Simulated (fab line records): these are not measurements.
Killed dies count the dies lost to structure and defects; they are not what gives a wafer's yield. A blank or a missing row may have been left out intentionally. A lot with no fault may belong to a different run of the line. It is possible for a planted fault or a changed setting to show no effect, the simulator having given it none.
fab line records -- flow nand_harc
record lots=12, wafers=36, last_day=25
route steps=1159 shown P_ZERO_WELL@17 P_STI@96 END@1159
lots untouched by any fault: they come from a run of this same line in which no faults occurred
start_h: hours from the record's first day to the start of the lot's first wafer shown -- wait_h: hours from the lot's prior step to this one -- " the same as in the row above -- L1.1+2: several wafers, shown together as one row -- - no value, or no start was given -- * or withheld: withheld -- < > ~ a bound
route shown NAME@n: names a module that has steps shown in the file, with the first one's number in the route -- usual: average and standard deviation across the fault-free wafers -- same: alike in all rows -- chamber/n: place in a boat -- sites: per-site readings -- _std_site: standard deviation of those values -- _edge_site: outer sites' mean less inner sites' -- radius_mm: how far each site lies from the wafer's centre -- mask NAME#n: copy n -- behind: the most recent tool/chamber to have shaped the wafer -- hold: why the lot went on hold/how many hours it stayed there/how the hold came to an end -- device: the n, p or np transistor that did not switch -- end of line: tests run on the same wafers once the route is complete -- for a step that has no rows: nothing shown but its recipe -- killed: at the first sort, the dies lost to defects and structure; wafer yield is something else -- map: shows each die of a wafer: x if killed, . if not, _ if none is there
set.NAME: setting as actually run; set.NAME@STEP: the setting as run at that earlier step -- model.NAME: the simulator's own value behind a step, which no gauge read
route steps across a sampled set of lots; one table per step, one row per wafer
services: when a tool's chamber went out of use (start_h, in hours from the record's first day, below 0 if earlier), for how many hours, and the reason
## steps
# step NHARC_P_ZERO_WELL_ETCH_65
# recipe target_depth_a=800, overetch_a=240, time_s=87.88, ion_energy_ev=200, n2_flow_sccm=150, h2_flow_sccm=150, ar_flow_sccm=0, rf_w=400, bias_w=150, chemistry=N2/H2
# usual drypump_motor_current_A=5.8/0.4, oes_product_au=0.999/0.0088, rf_vpp_V=431.9/2.1, showerhead_plenum_p_Torr=2.09/0.068, throttle_valve_pct=14.171/0.009
lot.wafer,tool,chamber,start_h,wait_h,drypump_motor_current_A,oes_product_au,rf_hours_counter_h,rf_vpp_V,showerhead_plenum_p_Torr,throttle_valve_pct
L995.3,rie_diel-01,2,13.48,0.1,6.0,0.988,3,432.3,2.13,14.163
L995.1,rie_diel-01,3,13.48,0.1,5.6,1.006,3,432.0,2.08,14.172
L995.4,rie_diel-01,0,13.48,0.1,6.1,0.998,3,427.4,1.93,14.160
L996.2,rie_diel-07,1,19.87,0.1,5.2,0.996,9,434.7,2.20,14.169
L996.6,rie_diel-07,0,19.87,0.1,5.4,0.998,-,431.2,2.08,14.178
L996.5,rie_diel-07,1,19.87,0.1,5.2,0.990,-,435.3,2.20,14.176
L998.1,rie_diel-07,0,31.35,0.1,5.4,0.996,10,431.6,2.08,14.168
L998.6,rie_diel-07,0,31.35,0.1,5.4,0.994,-,432.6,2.08,14.178
L998.5,rie_diel-07,1,31.35,0.1,5.2,0.986,-,434.6,2.20,14.162
L999.1,rie_diel-01,3,37.49,0.1,5.6,1.006,5,430.7,2.08,14.184
L999.4,rie_diel-01,0,37.49,0.1,6.1,0.999,5,426.2,1.93,14.163
L999.5,rie_diel-01,0,37.49,0.1,6.1,1.001,-,427.5,1.93,14.193
L100.3,rie_diel-11,0,43.49,0.1,6.0,1.000,2,432.0,2.11,14.170
L100.1,rie_diel-11,1,43.49,0.1,6.1,0.983,2,431.6,2.07,14.177
L100.5,rie_diel-11,3,43.49,0.1,5.8,1.007,-,433.0,2.11,14.178
L102.1,rie_diel-11,1,55.49,0.1,6.1,0.981,2,432.6,2.07,14.173
L102.4,rie_diel-11,3,55.49,0.1,5.8,1.007,2,432.2,2.11,14.172
L102.2,rie_diel-11,0,55.49,0.1,6.0,1.002,3,432.5,2.11,14.180
L103.2,rie_diel-07,1,61.53,0.1,5.2,1.003,0,434.3,2.19,14.169
L103.5,rie_diel-07,2,61.53,0.1,5.6,1.016,-,431.6,2.09,14.151
L103.6,rie_diel-07,3,61.53,0.1,6.3,0.990,-,430.9,2.04,14.180
L105.3,rie_diel-07,1,73.50,0.1,5.2,1.000,1,434.3,2.19,14.179
L105.1,rie_diel-07,3,73.50,0.1,6.4,0.997,1,430.9,2.04,14.163
L105.6,rie_diel-07,1,73.50,0.1,5.2,0.999,-,433.9,2.19,14.184
L106.2,rie_diel-01,0,79.48,0.1,6.1,0.992,9,426.7,1.93,14.170
L106.3,rie_diel-01,1,79.48,0.1,6.1,1.017,7,434.1,2.18,14.163
L106.6,rie_diel-01,1,79.48,0.1,6.1,1.017,-,435.7,2.18,14.169
L108.4,rie_diel-07,1,91.49,0.1,5.2,1.005,2,436.1,2.19,14.176
L108.2,rie_diel-07,0,91.49,0.1,5.4,0.992,2,430.5,2.08,14.166
L108.5,rie_diel-07,1,91.49,0.1,5.2,1.008,-,435.4,2.19,14.167
L117.4,rie_diel-07,1,145.51,0.1,5.2,0.997,7,434.8,2.19,14.186
L117.6,rie_diel-07,2,145.51,0.1,5.6,0.998,-,431.7,2.09,14.175
L117.5,rie_diel-07,3,145.51,0.1,6.3,0.988,-,430.5,2.04,14.165
L118.2,rie_diel-01,0,151.37,0.1,6.1,0.996,0,427.2,1.93,14.192
L118.5,rie_diel-01,0,151.37,0.1,6.1,0.991,-,427.0,1.93,14.186
L118.6,rie_diel-01,3,151.37,0.1,5.7,0.994,-,431.5,2.08,14.162
# step NHARC_P_ZERO_WELL_ETCH_63
# recipe target_depth_a=1200, time_s=40.1, hbr_flow_sccm=150, cl2_flow_sccm=50, rf_w=400, icp_w=400, bias_w=100, chemistry=HBr/Cl2
# usual drypump_motor_current_A=5.9/0.46, oes_product_au=1.000/0.012, throttle_valve_pct=26.406/0.0096
lot.wafer,tool,chamber,start_h,wait_h,drypump_motor_current_A,oes_product_au,rf_hours_counter_h,throttle_valve_pct
L995.4,rie_si-04,0,13.69,-,6.3,0.986,0.7,26.405
L995.3,rie_si-04,1,13.69,-,5.5,0.987,0.7,26.399
L995.1,rie_si-04,3,13.69,-,6.5,0.992,0.8,26.416
L996.2,rie_si-04,2,20.06,-,5.8,1.004,0.9,26.416
L996.5,rie_si-04,0,20.06,-,6.3,1.001,-,26.395
L996.6,rie_si-04,1,20.06,-,5.5,1.007,-,26.401
L998.1,rie_si-05,0,31.56,-,6.4,0.989,1.0,26.419
L998.6,rie_si-05,1,31.56,-,6.4,0.976,-,26.407
L998.5,rie_si-05,2,31.56,-,5.6,1.001,-,26.400
L999.4,rie_si-06,1,37.68,-,6.1,1.006,0.1,26.407
L999.1,rie_si-06,2,37.68,-,5.3,1.029,0.1,26.400
L999.5,rie_si-06,0,37.68,-,5.2,1.005,-,26.409
L100.3,rie_si-06,2,43.67,-,5.3,1.024,0.2,26.379
L100.1,rie_si-06,3,43.67,-,6.4,0.994,0.3,26.417
L100.5,rie_si-06,1,43.67,-,6.1,0.990,-,26.407
L102.2,rie_si-06,2,55.66,-,5.3,1.031,0.4,26.427
L102.1,rie_si-06,3,55.66,-,6.4,1.005,0.4,26.409
L102.4,rie_si-06,1,55.66,-,6.1,1.007,0.3,26.395
L103.2,rie_si-06,0,61.73,-,5.2,0.991,0.4,26.386
L103.6,rie_si-06,1,61.73,-,6.1,0.983,-,26.410
L103.5,rie_si-06,2,61.73,-,5.4,1.019,-,26.403
L105.3,rie_si-04,2,73.66,-,5.8,1.001,1.2,26.406
L105.1,rie_si-04,1,73.66,-,5.5,0.993,1.1,26.391
L105.6,rie_si-04,3,73.66,-,6.5,0.984,-,26.393
L106.3,rie_si-05,0,79.68,-,6.4,0.989,0.0,26.399
L106.2,rie_si-05,1,79.68,-,6.4,0.978,0.0,26.404
L106.6,rie_si-05,2,79.68,-,5.6,1.001,-,26.403
L108.2,rie_si-04,2,91.67,-,5.8,1.015,1.3,26.400
L108.4,rie_si-04,3,91.67,-,6.5,0.994,1.4,26.401
L108.5,rie_si-04,3,91.67,-,6.5,0.995,-,26.413
L117.4,rie_si-04,0,145.66,-,6.3,0.997,0.3,26.408
L117.6,rie_si-04,0,145.66,-,6.3,1.004,-,26.402
L117.5,rie_si-04,1,145.66,-,5.5,0.986,-,26.415
L118.2,rie_si-04,1,151.60,-,5.5,0.998,0.5,26.415
L118.5,rie_si-04,2,151.60,-,5.8,1.000,-,26.401
L118.6,rie_si-04,3,151.60,-,6.5,0.996,-,26.399
# step NHARC_P_ZERO_WELL_EXPOSE_21
# recipe na=0.6, target_cd_nm=720, dose_mj=22.31, mask_id=P_NWELL
lot.wafer,tool,chamber,start_h,wait_h,mask
L995.1+3+4,krf_scanner-02,0,14.46,-,P_NWELL#0
L996.2+5+6,krf_scanner-04,0,20.81,-,P_NWELL#0
L998.1+5+6,krf_scanner-04,0,32.29,-,P_NWELL#0
L999.1+4+5,krf_scanner-04,0,38.31,-,P_NWELL#0
L100.1+3+5,krf_scanner-02,0,44.42,-,P_NWELL#0
L102.1+2+4,krf_scanner-02,0,56.44,-,P_NWELL#0
L103.2+5+6,krf_scanner-04,0,62.47,-,P_NWELL#0
L105.1+3+6,krf_scanner-04,0,74.32,-,P_NWELL#0
L106.2+3+6,krf_scanner-01,0,80.44,-,P_NWELL#0
L108.2+4+5,krf_scanner-01,0,92.45,-,P_HVPW#0
L117.4+5+6,krf_scanner-01,0,146.32,-,P_NWELL#0
L118.2+5+6,krf_scanner-04,0,152.35,-,P_NWELL#0
# step NHARC_P_ZERO_WELL_CD_MEAS_24
# recipe target_cd_nm=720, landing_energy_ev=500
# usual cd_nm=720.9/1.9
lot.wafer,tool,chamber,start_h,wait_h,cd_nm
L995.1,cd_sem-03,0,14.62,-,722.4
L995.3,cd_sem-03,0,14.62,-,721.9
L995.4,cd_sem-03,0,14.62,-,719.4
L996.2,cd_sem-01,0,20.96,-,723.3
L996.5,cd_sem-01,0,20.96,-,721.9
L996.6,cd_sem-01,0,20.96,-,722.2
L998.1,cd_sem-03,0,32.44,-,722.7
L998.5,cd_sem-03,0,32.44,-,719.2
L998.6,cd_sem-03,0,32.44,-,722.0
L999.1,cd_sem-01,0,38.47,-,724.7
L999.4,cd_sem-01,0,38.47,-,721.5
L999.5,cd_sem-01,0,38.47,-,722.8
L100.1,cd_sem-02,0,44.58,-,718.4
L100.3,cd_sem-02,0,44.58,-,719.3
L100.5,cd_sem-02,0,44.58,-,719.2
L102.1,cd_sem-01,0,56.59,-,721.9
L102.2,cd_sem-01,0,56.59,-,719.9
L102.4,cd_sem-01,0,56.59,-,720.1
L103.2,cd_sem-03,0,62.62,-,720.5
L103.5,cd_sem-03,0,62.62,-,718.8
L103.6,cd_sem-03,0,62.62,-,719.3
L105.1,cd_sem-02,0,74.48,-,719.4
L105.3,cd_sem-02,0,74.48,-,720.9
L105.6,cd_sem-02,0,74.48,-,718.2
L106.2,cd_sem-02,0,80.59,-,718.7
L106.3,cd_sem-02,0,80.59,-,720.6
L106.6,cd_sem-02,0,80.59,-,717.7
L108.2,cd_sem-03,0,92.61,-,-
L108.4,cd_sem-03,0,92.61,-,-
L108.5,cd_sem-03,0,92.61,-,-
L117.4,cd_sem-03,0,146.47,-,717.7
L117.5,cd_sem-03,0,146.47,-,718.2
L117.6,cd_sem-03,0,146.47,-,722.0
L118.2,cd_sem-03,0,152.51,-,721.5
L118.5,cd_sem-03,0,152.51,-,722.1
L118.6,cd_sem-03,0,152.51,-,721.2
# step NHARC_P_STI_OCD_MEAS_43
# usual trench_depth_nm=300/3.6, trench_foot_cd_nm=158.6/2.4
lot.wafer,tool,chamber,start_h,wait_h,trench_depth_nm,trench_foot_cd_nm
L995.1,ocd-01,-,37.60,-,298,162.7
L995.3,ocd-01,-,37.60,-,301,158.0
L995.4,ocd-01,-,37.60,-,299,158.0
L996.2,ocd-02,-,45.50,-,298,158.0
L996.5,ocd-02,-,45.50,-,297,157.8
L996.6,ocd-02,-,45.50,-,304,160.5
L998.1,ocd-02,-,55.32,-,296,160.4
L998.5,ocd-02,-,55.32,-,301,157.9
L998.6,ocd-02,-,55.32,-,294,161.9
L999.1,ocd-01,-,62.16,-,301,157.6
L999.4,ocd-01,-,62.16,-,303,158.9
L999.5,ocd-01,-,62.16,-,298,162.6
L100.1,ocd-01,-,67.88,-,302,155.6
L100.3,ocd-01,-,67.88,-,304,160.8
L100.5,ocd-01,-,67.88,-,299,155.5
L102.1,ocd-01,-,78.40,-,295,164.2
L102.2,ocd-01,-,78.40,-,302,156.5
L102.4,ocd-01,-,78.40,-,303,161.2
L103.2,ocd-02,-,87.68,-,299,156.1
L103.5,ocd-02,-,87.68,-,301,160.5
L103.6,ocd-02,-,87.68,-,298,157.9
L105.1,ocd-02,-,97.42,-,302,162.7
L105.3,ocd-02,-,97.42,-,299,160.7
L105.6,ocd-02,-,97.42,-,299,157.6
L106.2,ocd-02,-,102.51,-,298,157.7
L106.3,ocd-02,-,102.51,-,301,157.6
L106.6,ocd-02,-,102.51,-,298,155.8
L117.4,ocd-02,-,171.53,-,293,159.7
L117.5,ocd-02,-,171.53,-,291,161.9
L117.6,ocd-02,-,171.53,-,298,158.3
L118.2,ocd-01,-,177.10,-,295,159.1
L118.5,ocd-01,-,177.10,-,296,158.5
L118.6,ocd-01,-,177.10,-,295,157.2
# step NHARC_END_SORT_01
# recipe temp_c=25
# usual killed_at_array=29/11, killed_at_other=0.5/0.8, killed_at_periphery=3.5/2.8, killed_dies=33/12, killed_open=3.1/1.8, killed_short=1.8/1.4
# same gross_dies=677
lot.wafer,tool,chamber,start_h,wait_h,killed_at_array,killed_at_other,killed_at_periphery,killed_dies,killed_open,killed_short
L108.2,prober-02,0,521.39,2.8,35,0,642,677,2,0
L108.4,prober-02,0,523.01,3.4,49,0,628,677,2,6
L108.5,prober-02,0,523.82,3.7,46,0,631,677,2,2
# killed by level:class
L108.2 P_ZERO_WELL:area_expose=640 A_SLIT:chamber_film_flake=16 A_CHANNEL_HOLE_D1:chamber_film_flake=13 A_ZERO_WELL:chamber_film_flake=2 A_CONTACT:geometric_particle:open=1 A_M0:geometric_particle:open=1 P_GATE:chamber_film_flake=1 P_CONTACT:chamber_film_flake=1
L108.4 P_ZERO_WELL:area_expose=624 A_SLIT:chamber_film_flake=20 A_CHANNEL_HOLE_D1:chamber_film_flake=17 A_ONON_D1:geometric_particle:short=3 A_CONTACT:geometric_particle:open=2 A_STAIRCASE:chamber_film_flake=2 A_WL_FILL:chamber_film_flake=2 A_CONTACT:chamber_film_flake=2
L108.5 P_ZERO_WELL:area_expose=630 A_CHANNEL_HOLE_D1:chamber_film_flake=16 A_SLIT:chamber_film_flake=16 A_STAIRCASE:chamber_film_flake=6 A_CONTACT:chamber_film_flake=3 A_CHANNEL_HOLE_D1:geometric_particle:short=1 A_CHANNEL_FILL_D1:geometric_particle:short=1 A_CONTACT:geometric_particle:open=1
## services
tool,chamber,start_h,hours,kind
rie_si-06,-,6.00,9.0,pm
rie_diel-07,0,6.37,-,clean
rie_diel-07,1,7.81,5.5,repair
krf_scanner-01,-,10.11,1.1,repair
rie_si-04,-,14.14,0.2,repair
rie_diel-01,1,15.14,1.9,repair
rie_diel-11,-,16.55,9.0,pm
krf_scanner-01,-,19.02,3.5,repair
krf_scanner-01,-,33.77,2.2,repair
krf_scanner-02,-,38.00,4.0,pm
rie_diel-01,1,38.12,18.8,repair
rie_si-04,3,40.41,8.9,repair
rie_si-04,0,44.16,2.7,repair
rie_diel-07,-,46.53,1.2,repair
rie_diel-07,-,51.75,9.0,pm
rie_si-05,-,62.00,9.0,pm
rie_diel-11,2,80.05,3.4,repair
krf_scanner-01,-,84.00,4.0,pm
rie_diel-11,1,92.54,1.8,repair
rie_si-04,-,99.00,9.0,pm
rie_si-05,1,115.54,7.5,repair
krf_scanner-04,-,126.00,4.0,pm
krf_scanner-04,-,130.26,0.4,repair
rie_diel-01,-,137.80,9.0,pm
## key
first_sign step=NHARC_P_ZERO_WELL_EXPOSE_21, reading=mask, direction=changed
effect step=NHARC_P_ZERO_WELL_CD_MEAS_24, reading=cd_nm, direction=missing
effect step=NHARC_END_SORT_01, reading=killed_at_periphery, direction=up, sigmas=99+, usual=3.5, struck=633.7
more_kills_born_at NHARC_P_ZERO_WELL_EXPOSE_21@krf_scanner-01=1894
met_at NHARC_P_ZERO_WELL_EXPOSE_21
struck_lots L108
later_rows_left_out L108.2,L108.4,L108.5
tester_left_out L108
not_acting_at NHARC_P_ZERO_WELL_ETCH_65,NHARC_P_ZERO_WELL_ETCH_63,NHARC_P_STI_OCD_MEAS_43
onset_between 80.44 92.45
fault kind=wrong_mask, tool=any, chamber=-, onset_h=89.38, steps=NHARC_P_ZERO_WELL_EXPOSE_21, aux_copy=P_HVPW#0, scope=struck_lots_only
# tester_left_out: of these lots the tester's yield and bins aren't shown, on N5 and GAA mostly nor the transistor test; their killed dies are dies lost to structure and defects alone, not to doping, threshold or leakage, so they don't give the yield
# later_rows_left_out: the simulator's readings of these wafers behind a module that went badly wrong aren't trusted and aren't shown, but for the sort
